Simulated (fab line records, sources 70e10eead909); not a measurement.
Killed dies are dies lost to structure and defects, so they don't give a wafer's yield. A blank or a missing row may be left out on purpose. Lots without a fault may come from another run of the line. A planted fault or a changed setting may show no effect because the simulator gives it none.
A struck lot beside a sound one | flow nand_harc | 16 steps out of a route of 1302
Sound: wafers L737.1, L737.3, L737.5. Struck: wafer L744.1. (L744.4, L744.5 of the same lot were not struck and are left out.) The cause comes at the end.
At each step with rows: each side's tool, then ch and its chambers, then its first start. Under that, the readings that differ: sound wafers | struck wafers | difference of the means | sigmas: that difference in standard deviations of wafers without a fault.
alike: readings whose means differ by less than 2 such deviations, and words and numbers that are the same on both sides. not compared: withheld readings, readings that some wafer has no value for, bounds like >300 that may hide the same value, and numbers for which the record gives no deviation and whose values overlap.
The two part at a step that has a row with sigmas, a row that says differs or no value, or rows on one side only. Numbers that don't overlap but have no deviation are shown without sigmas and don't part them. A reading that every wafer of one side lacks parts them only if that side has two wafers or more.

NHARC_A_DECK1_JOINT_INSPECT_05:
  sound on defect_inspect-02, day 14 17:52; struck on defect_inspect-01, day 17 22:22
  alike: raw_defect_count
then, 1 step without rows for these wafers: NHARC_A_ONON_D2_DEP_00 (target thk 1000 nm).
NHARC_A_ONON_D2_THK_MEAS_02: measures by ellipsometry.
  sound on film_metro-01, day 14 18:26; struck on film_metro-02, day 17 22:56
  alike: thk_nm
then, 1 step without rows for these wafers: NHARC_A_ONON_D2_DEP_03 (target thk 1000 nm).
NHARC_A_ONON_D2_THK_MEAS_05: measures by ellipsometry.
  sound on film_metro-01, day 14 19:01; struck on film_metro-02, day 17 23:31
  alike: thk_nm
then, 1 step without rows for these wafers: NHARC_A_ONON_D2_DEP_06 (target thk 1000 nm).
NHARC_A_ONON_D2_THK_MEAS_08: measures by ellipsometry.
  sound on film_metro-02, day 14 19:35; struck on film_metro-01, day 18 00:05
  alike: thk_nm
then, 1 step without rows for these wafers: NHARC_A_ONON_D2_DEP_09 (target thk 1000 nm).
NHARC_A_ONON_D2_THK_MEAS_11: measures by ellipsometry.
  sound on film_metro-01, day 14 20:09; struck on film_metro-01, day 18 00:38
  reading     | sound          | struck | difference | sigmas
  thk_nm (nm) | 1012 1010 1010 | 978    | -33        | -3
then, 1 step without rows for these wafers: NHARC_A_ONON_D2_DEP_12 (target thk 1000 nm).
NHARC_A_ONON_D2_THK_MEAS_14: measures by ellipsometry.
  sound on film_metro-01, day 14 20:43; struck on film_metro-01, day 18 01:13
  reading     | sound       | struck | difference | sigmas
  thk_nm (nm) | 982 980 981 | 1004   | +23        | +2
then, 1 step without rows for these wafers: NHARC_A_ONON_D2_ANNEAL_15 (time 3600 s).
NHARC_A_ONON_D2_DEP_16: target thk 1000 nm.
  sound on pecvd_onon-01 ch 0, day 15 03:52; struck on pecvd_onon-01 ch 0, day 18 08:47
  alike: nh3_flow_sccm
NHARC_A_ONON_D2_THK_MEAS_18: measures by ellipsometry.
  sound on film_metro-02, day 15 04:22; struck on film_metro-01, day 18 09:17
  reading     | sound       | struck | difference | sigmas
  thk_nm (nm) | 997 997 999 | 756    | -242       | -20
then, 1 step without rows for these wafers: NHARC_A_ONON_D2_DEP_19 (target thk 1000 nm).
-- the record jumps here: 12 days lie between the struck wafers' starts before and after (it left off in module A_ONON_D2 and takes up again in module END, whose first step shown is number 1302 of the route) --
NHARC_END_SORT_01:
  sound on prober-01 ch 0, day 26 23:23; struck on prober-02 ch 0, day 30 04:38
  reading             | sound    | struck | difference | sigmas
  killed_at_array     | 70 76 64 | 665    | +595       | +31
  killed_at_periphery | 5 0 3    | 10     | +7         | +3
  killed_dies         | 76 77 67 | 677    | +604       | +32
  alike: killed_at_other, killed_open, killed_short

WHERE THEY PART
First at NHARC_A_ONON_D2_THK_MEAS_11; last, within this record, at NHARC_END_SORT_01.

WHY: what the simulator had put in
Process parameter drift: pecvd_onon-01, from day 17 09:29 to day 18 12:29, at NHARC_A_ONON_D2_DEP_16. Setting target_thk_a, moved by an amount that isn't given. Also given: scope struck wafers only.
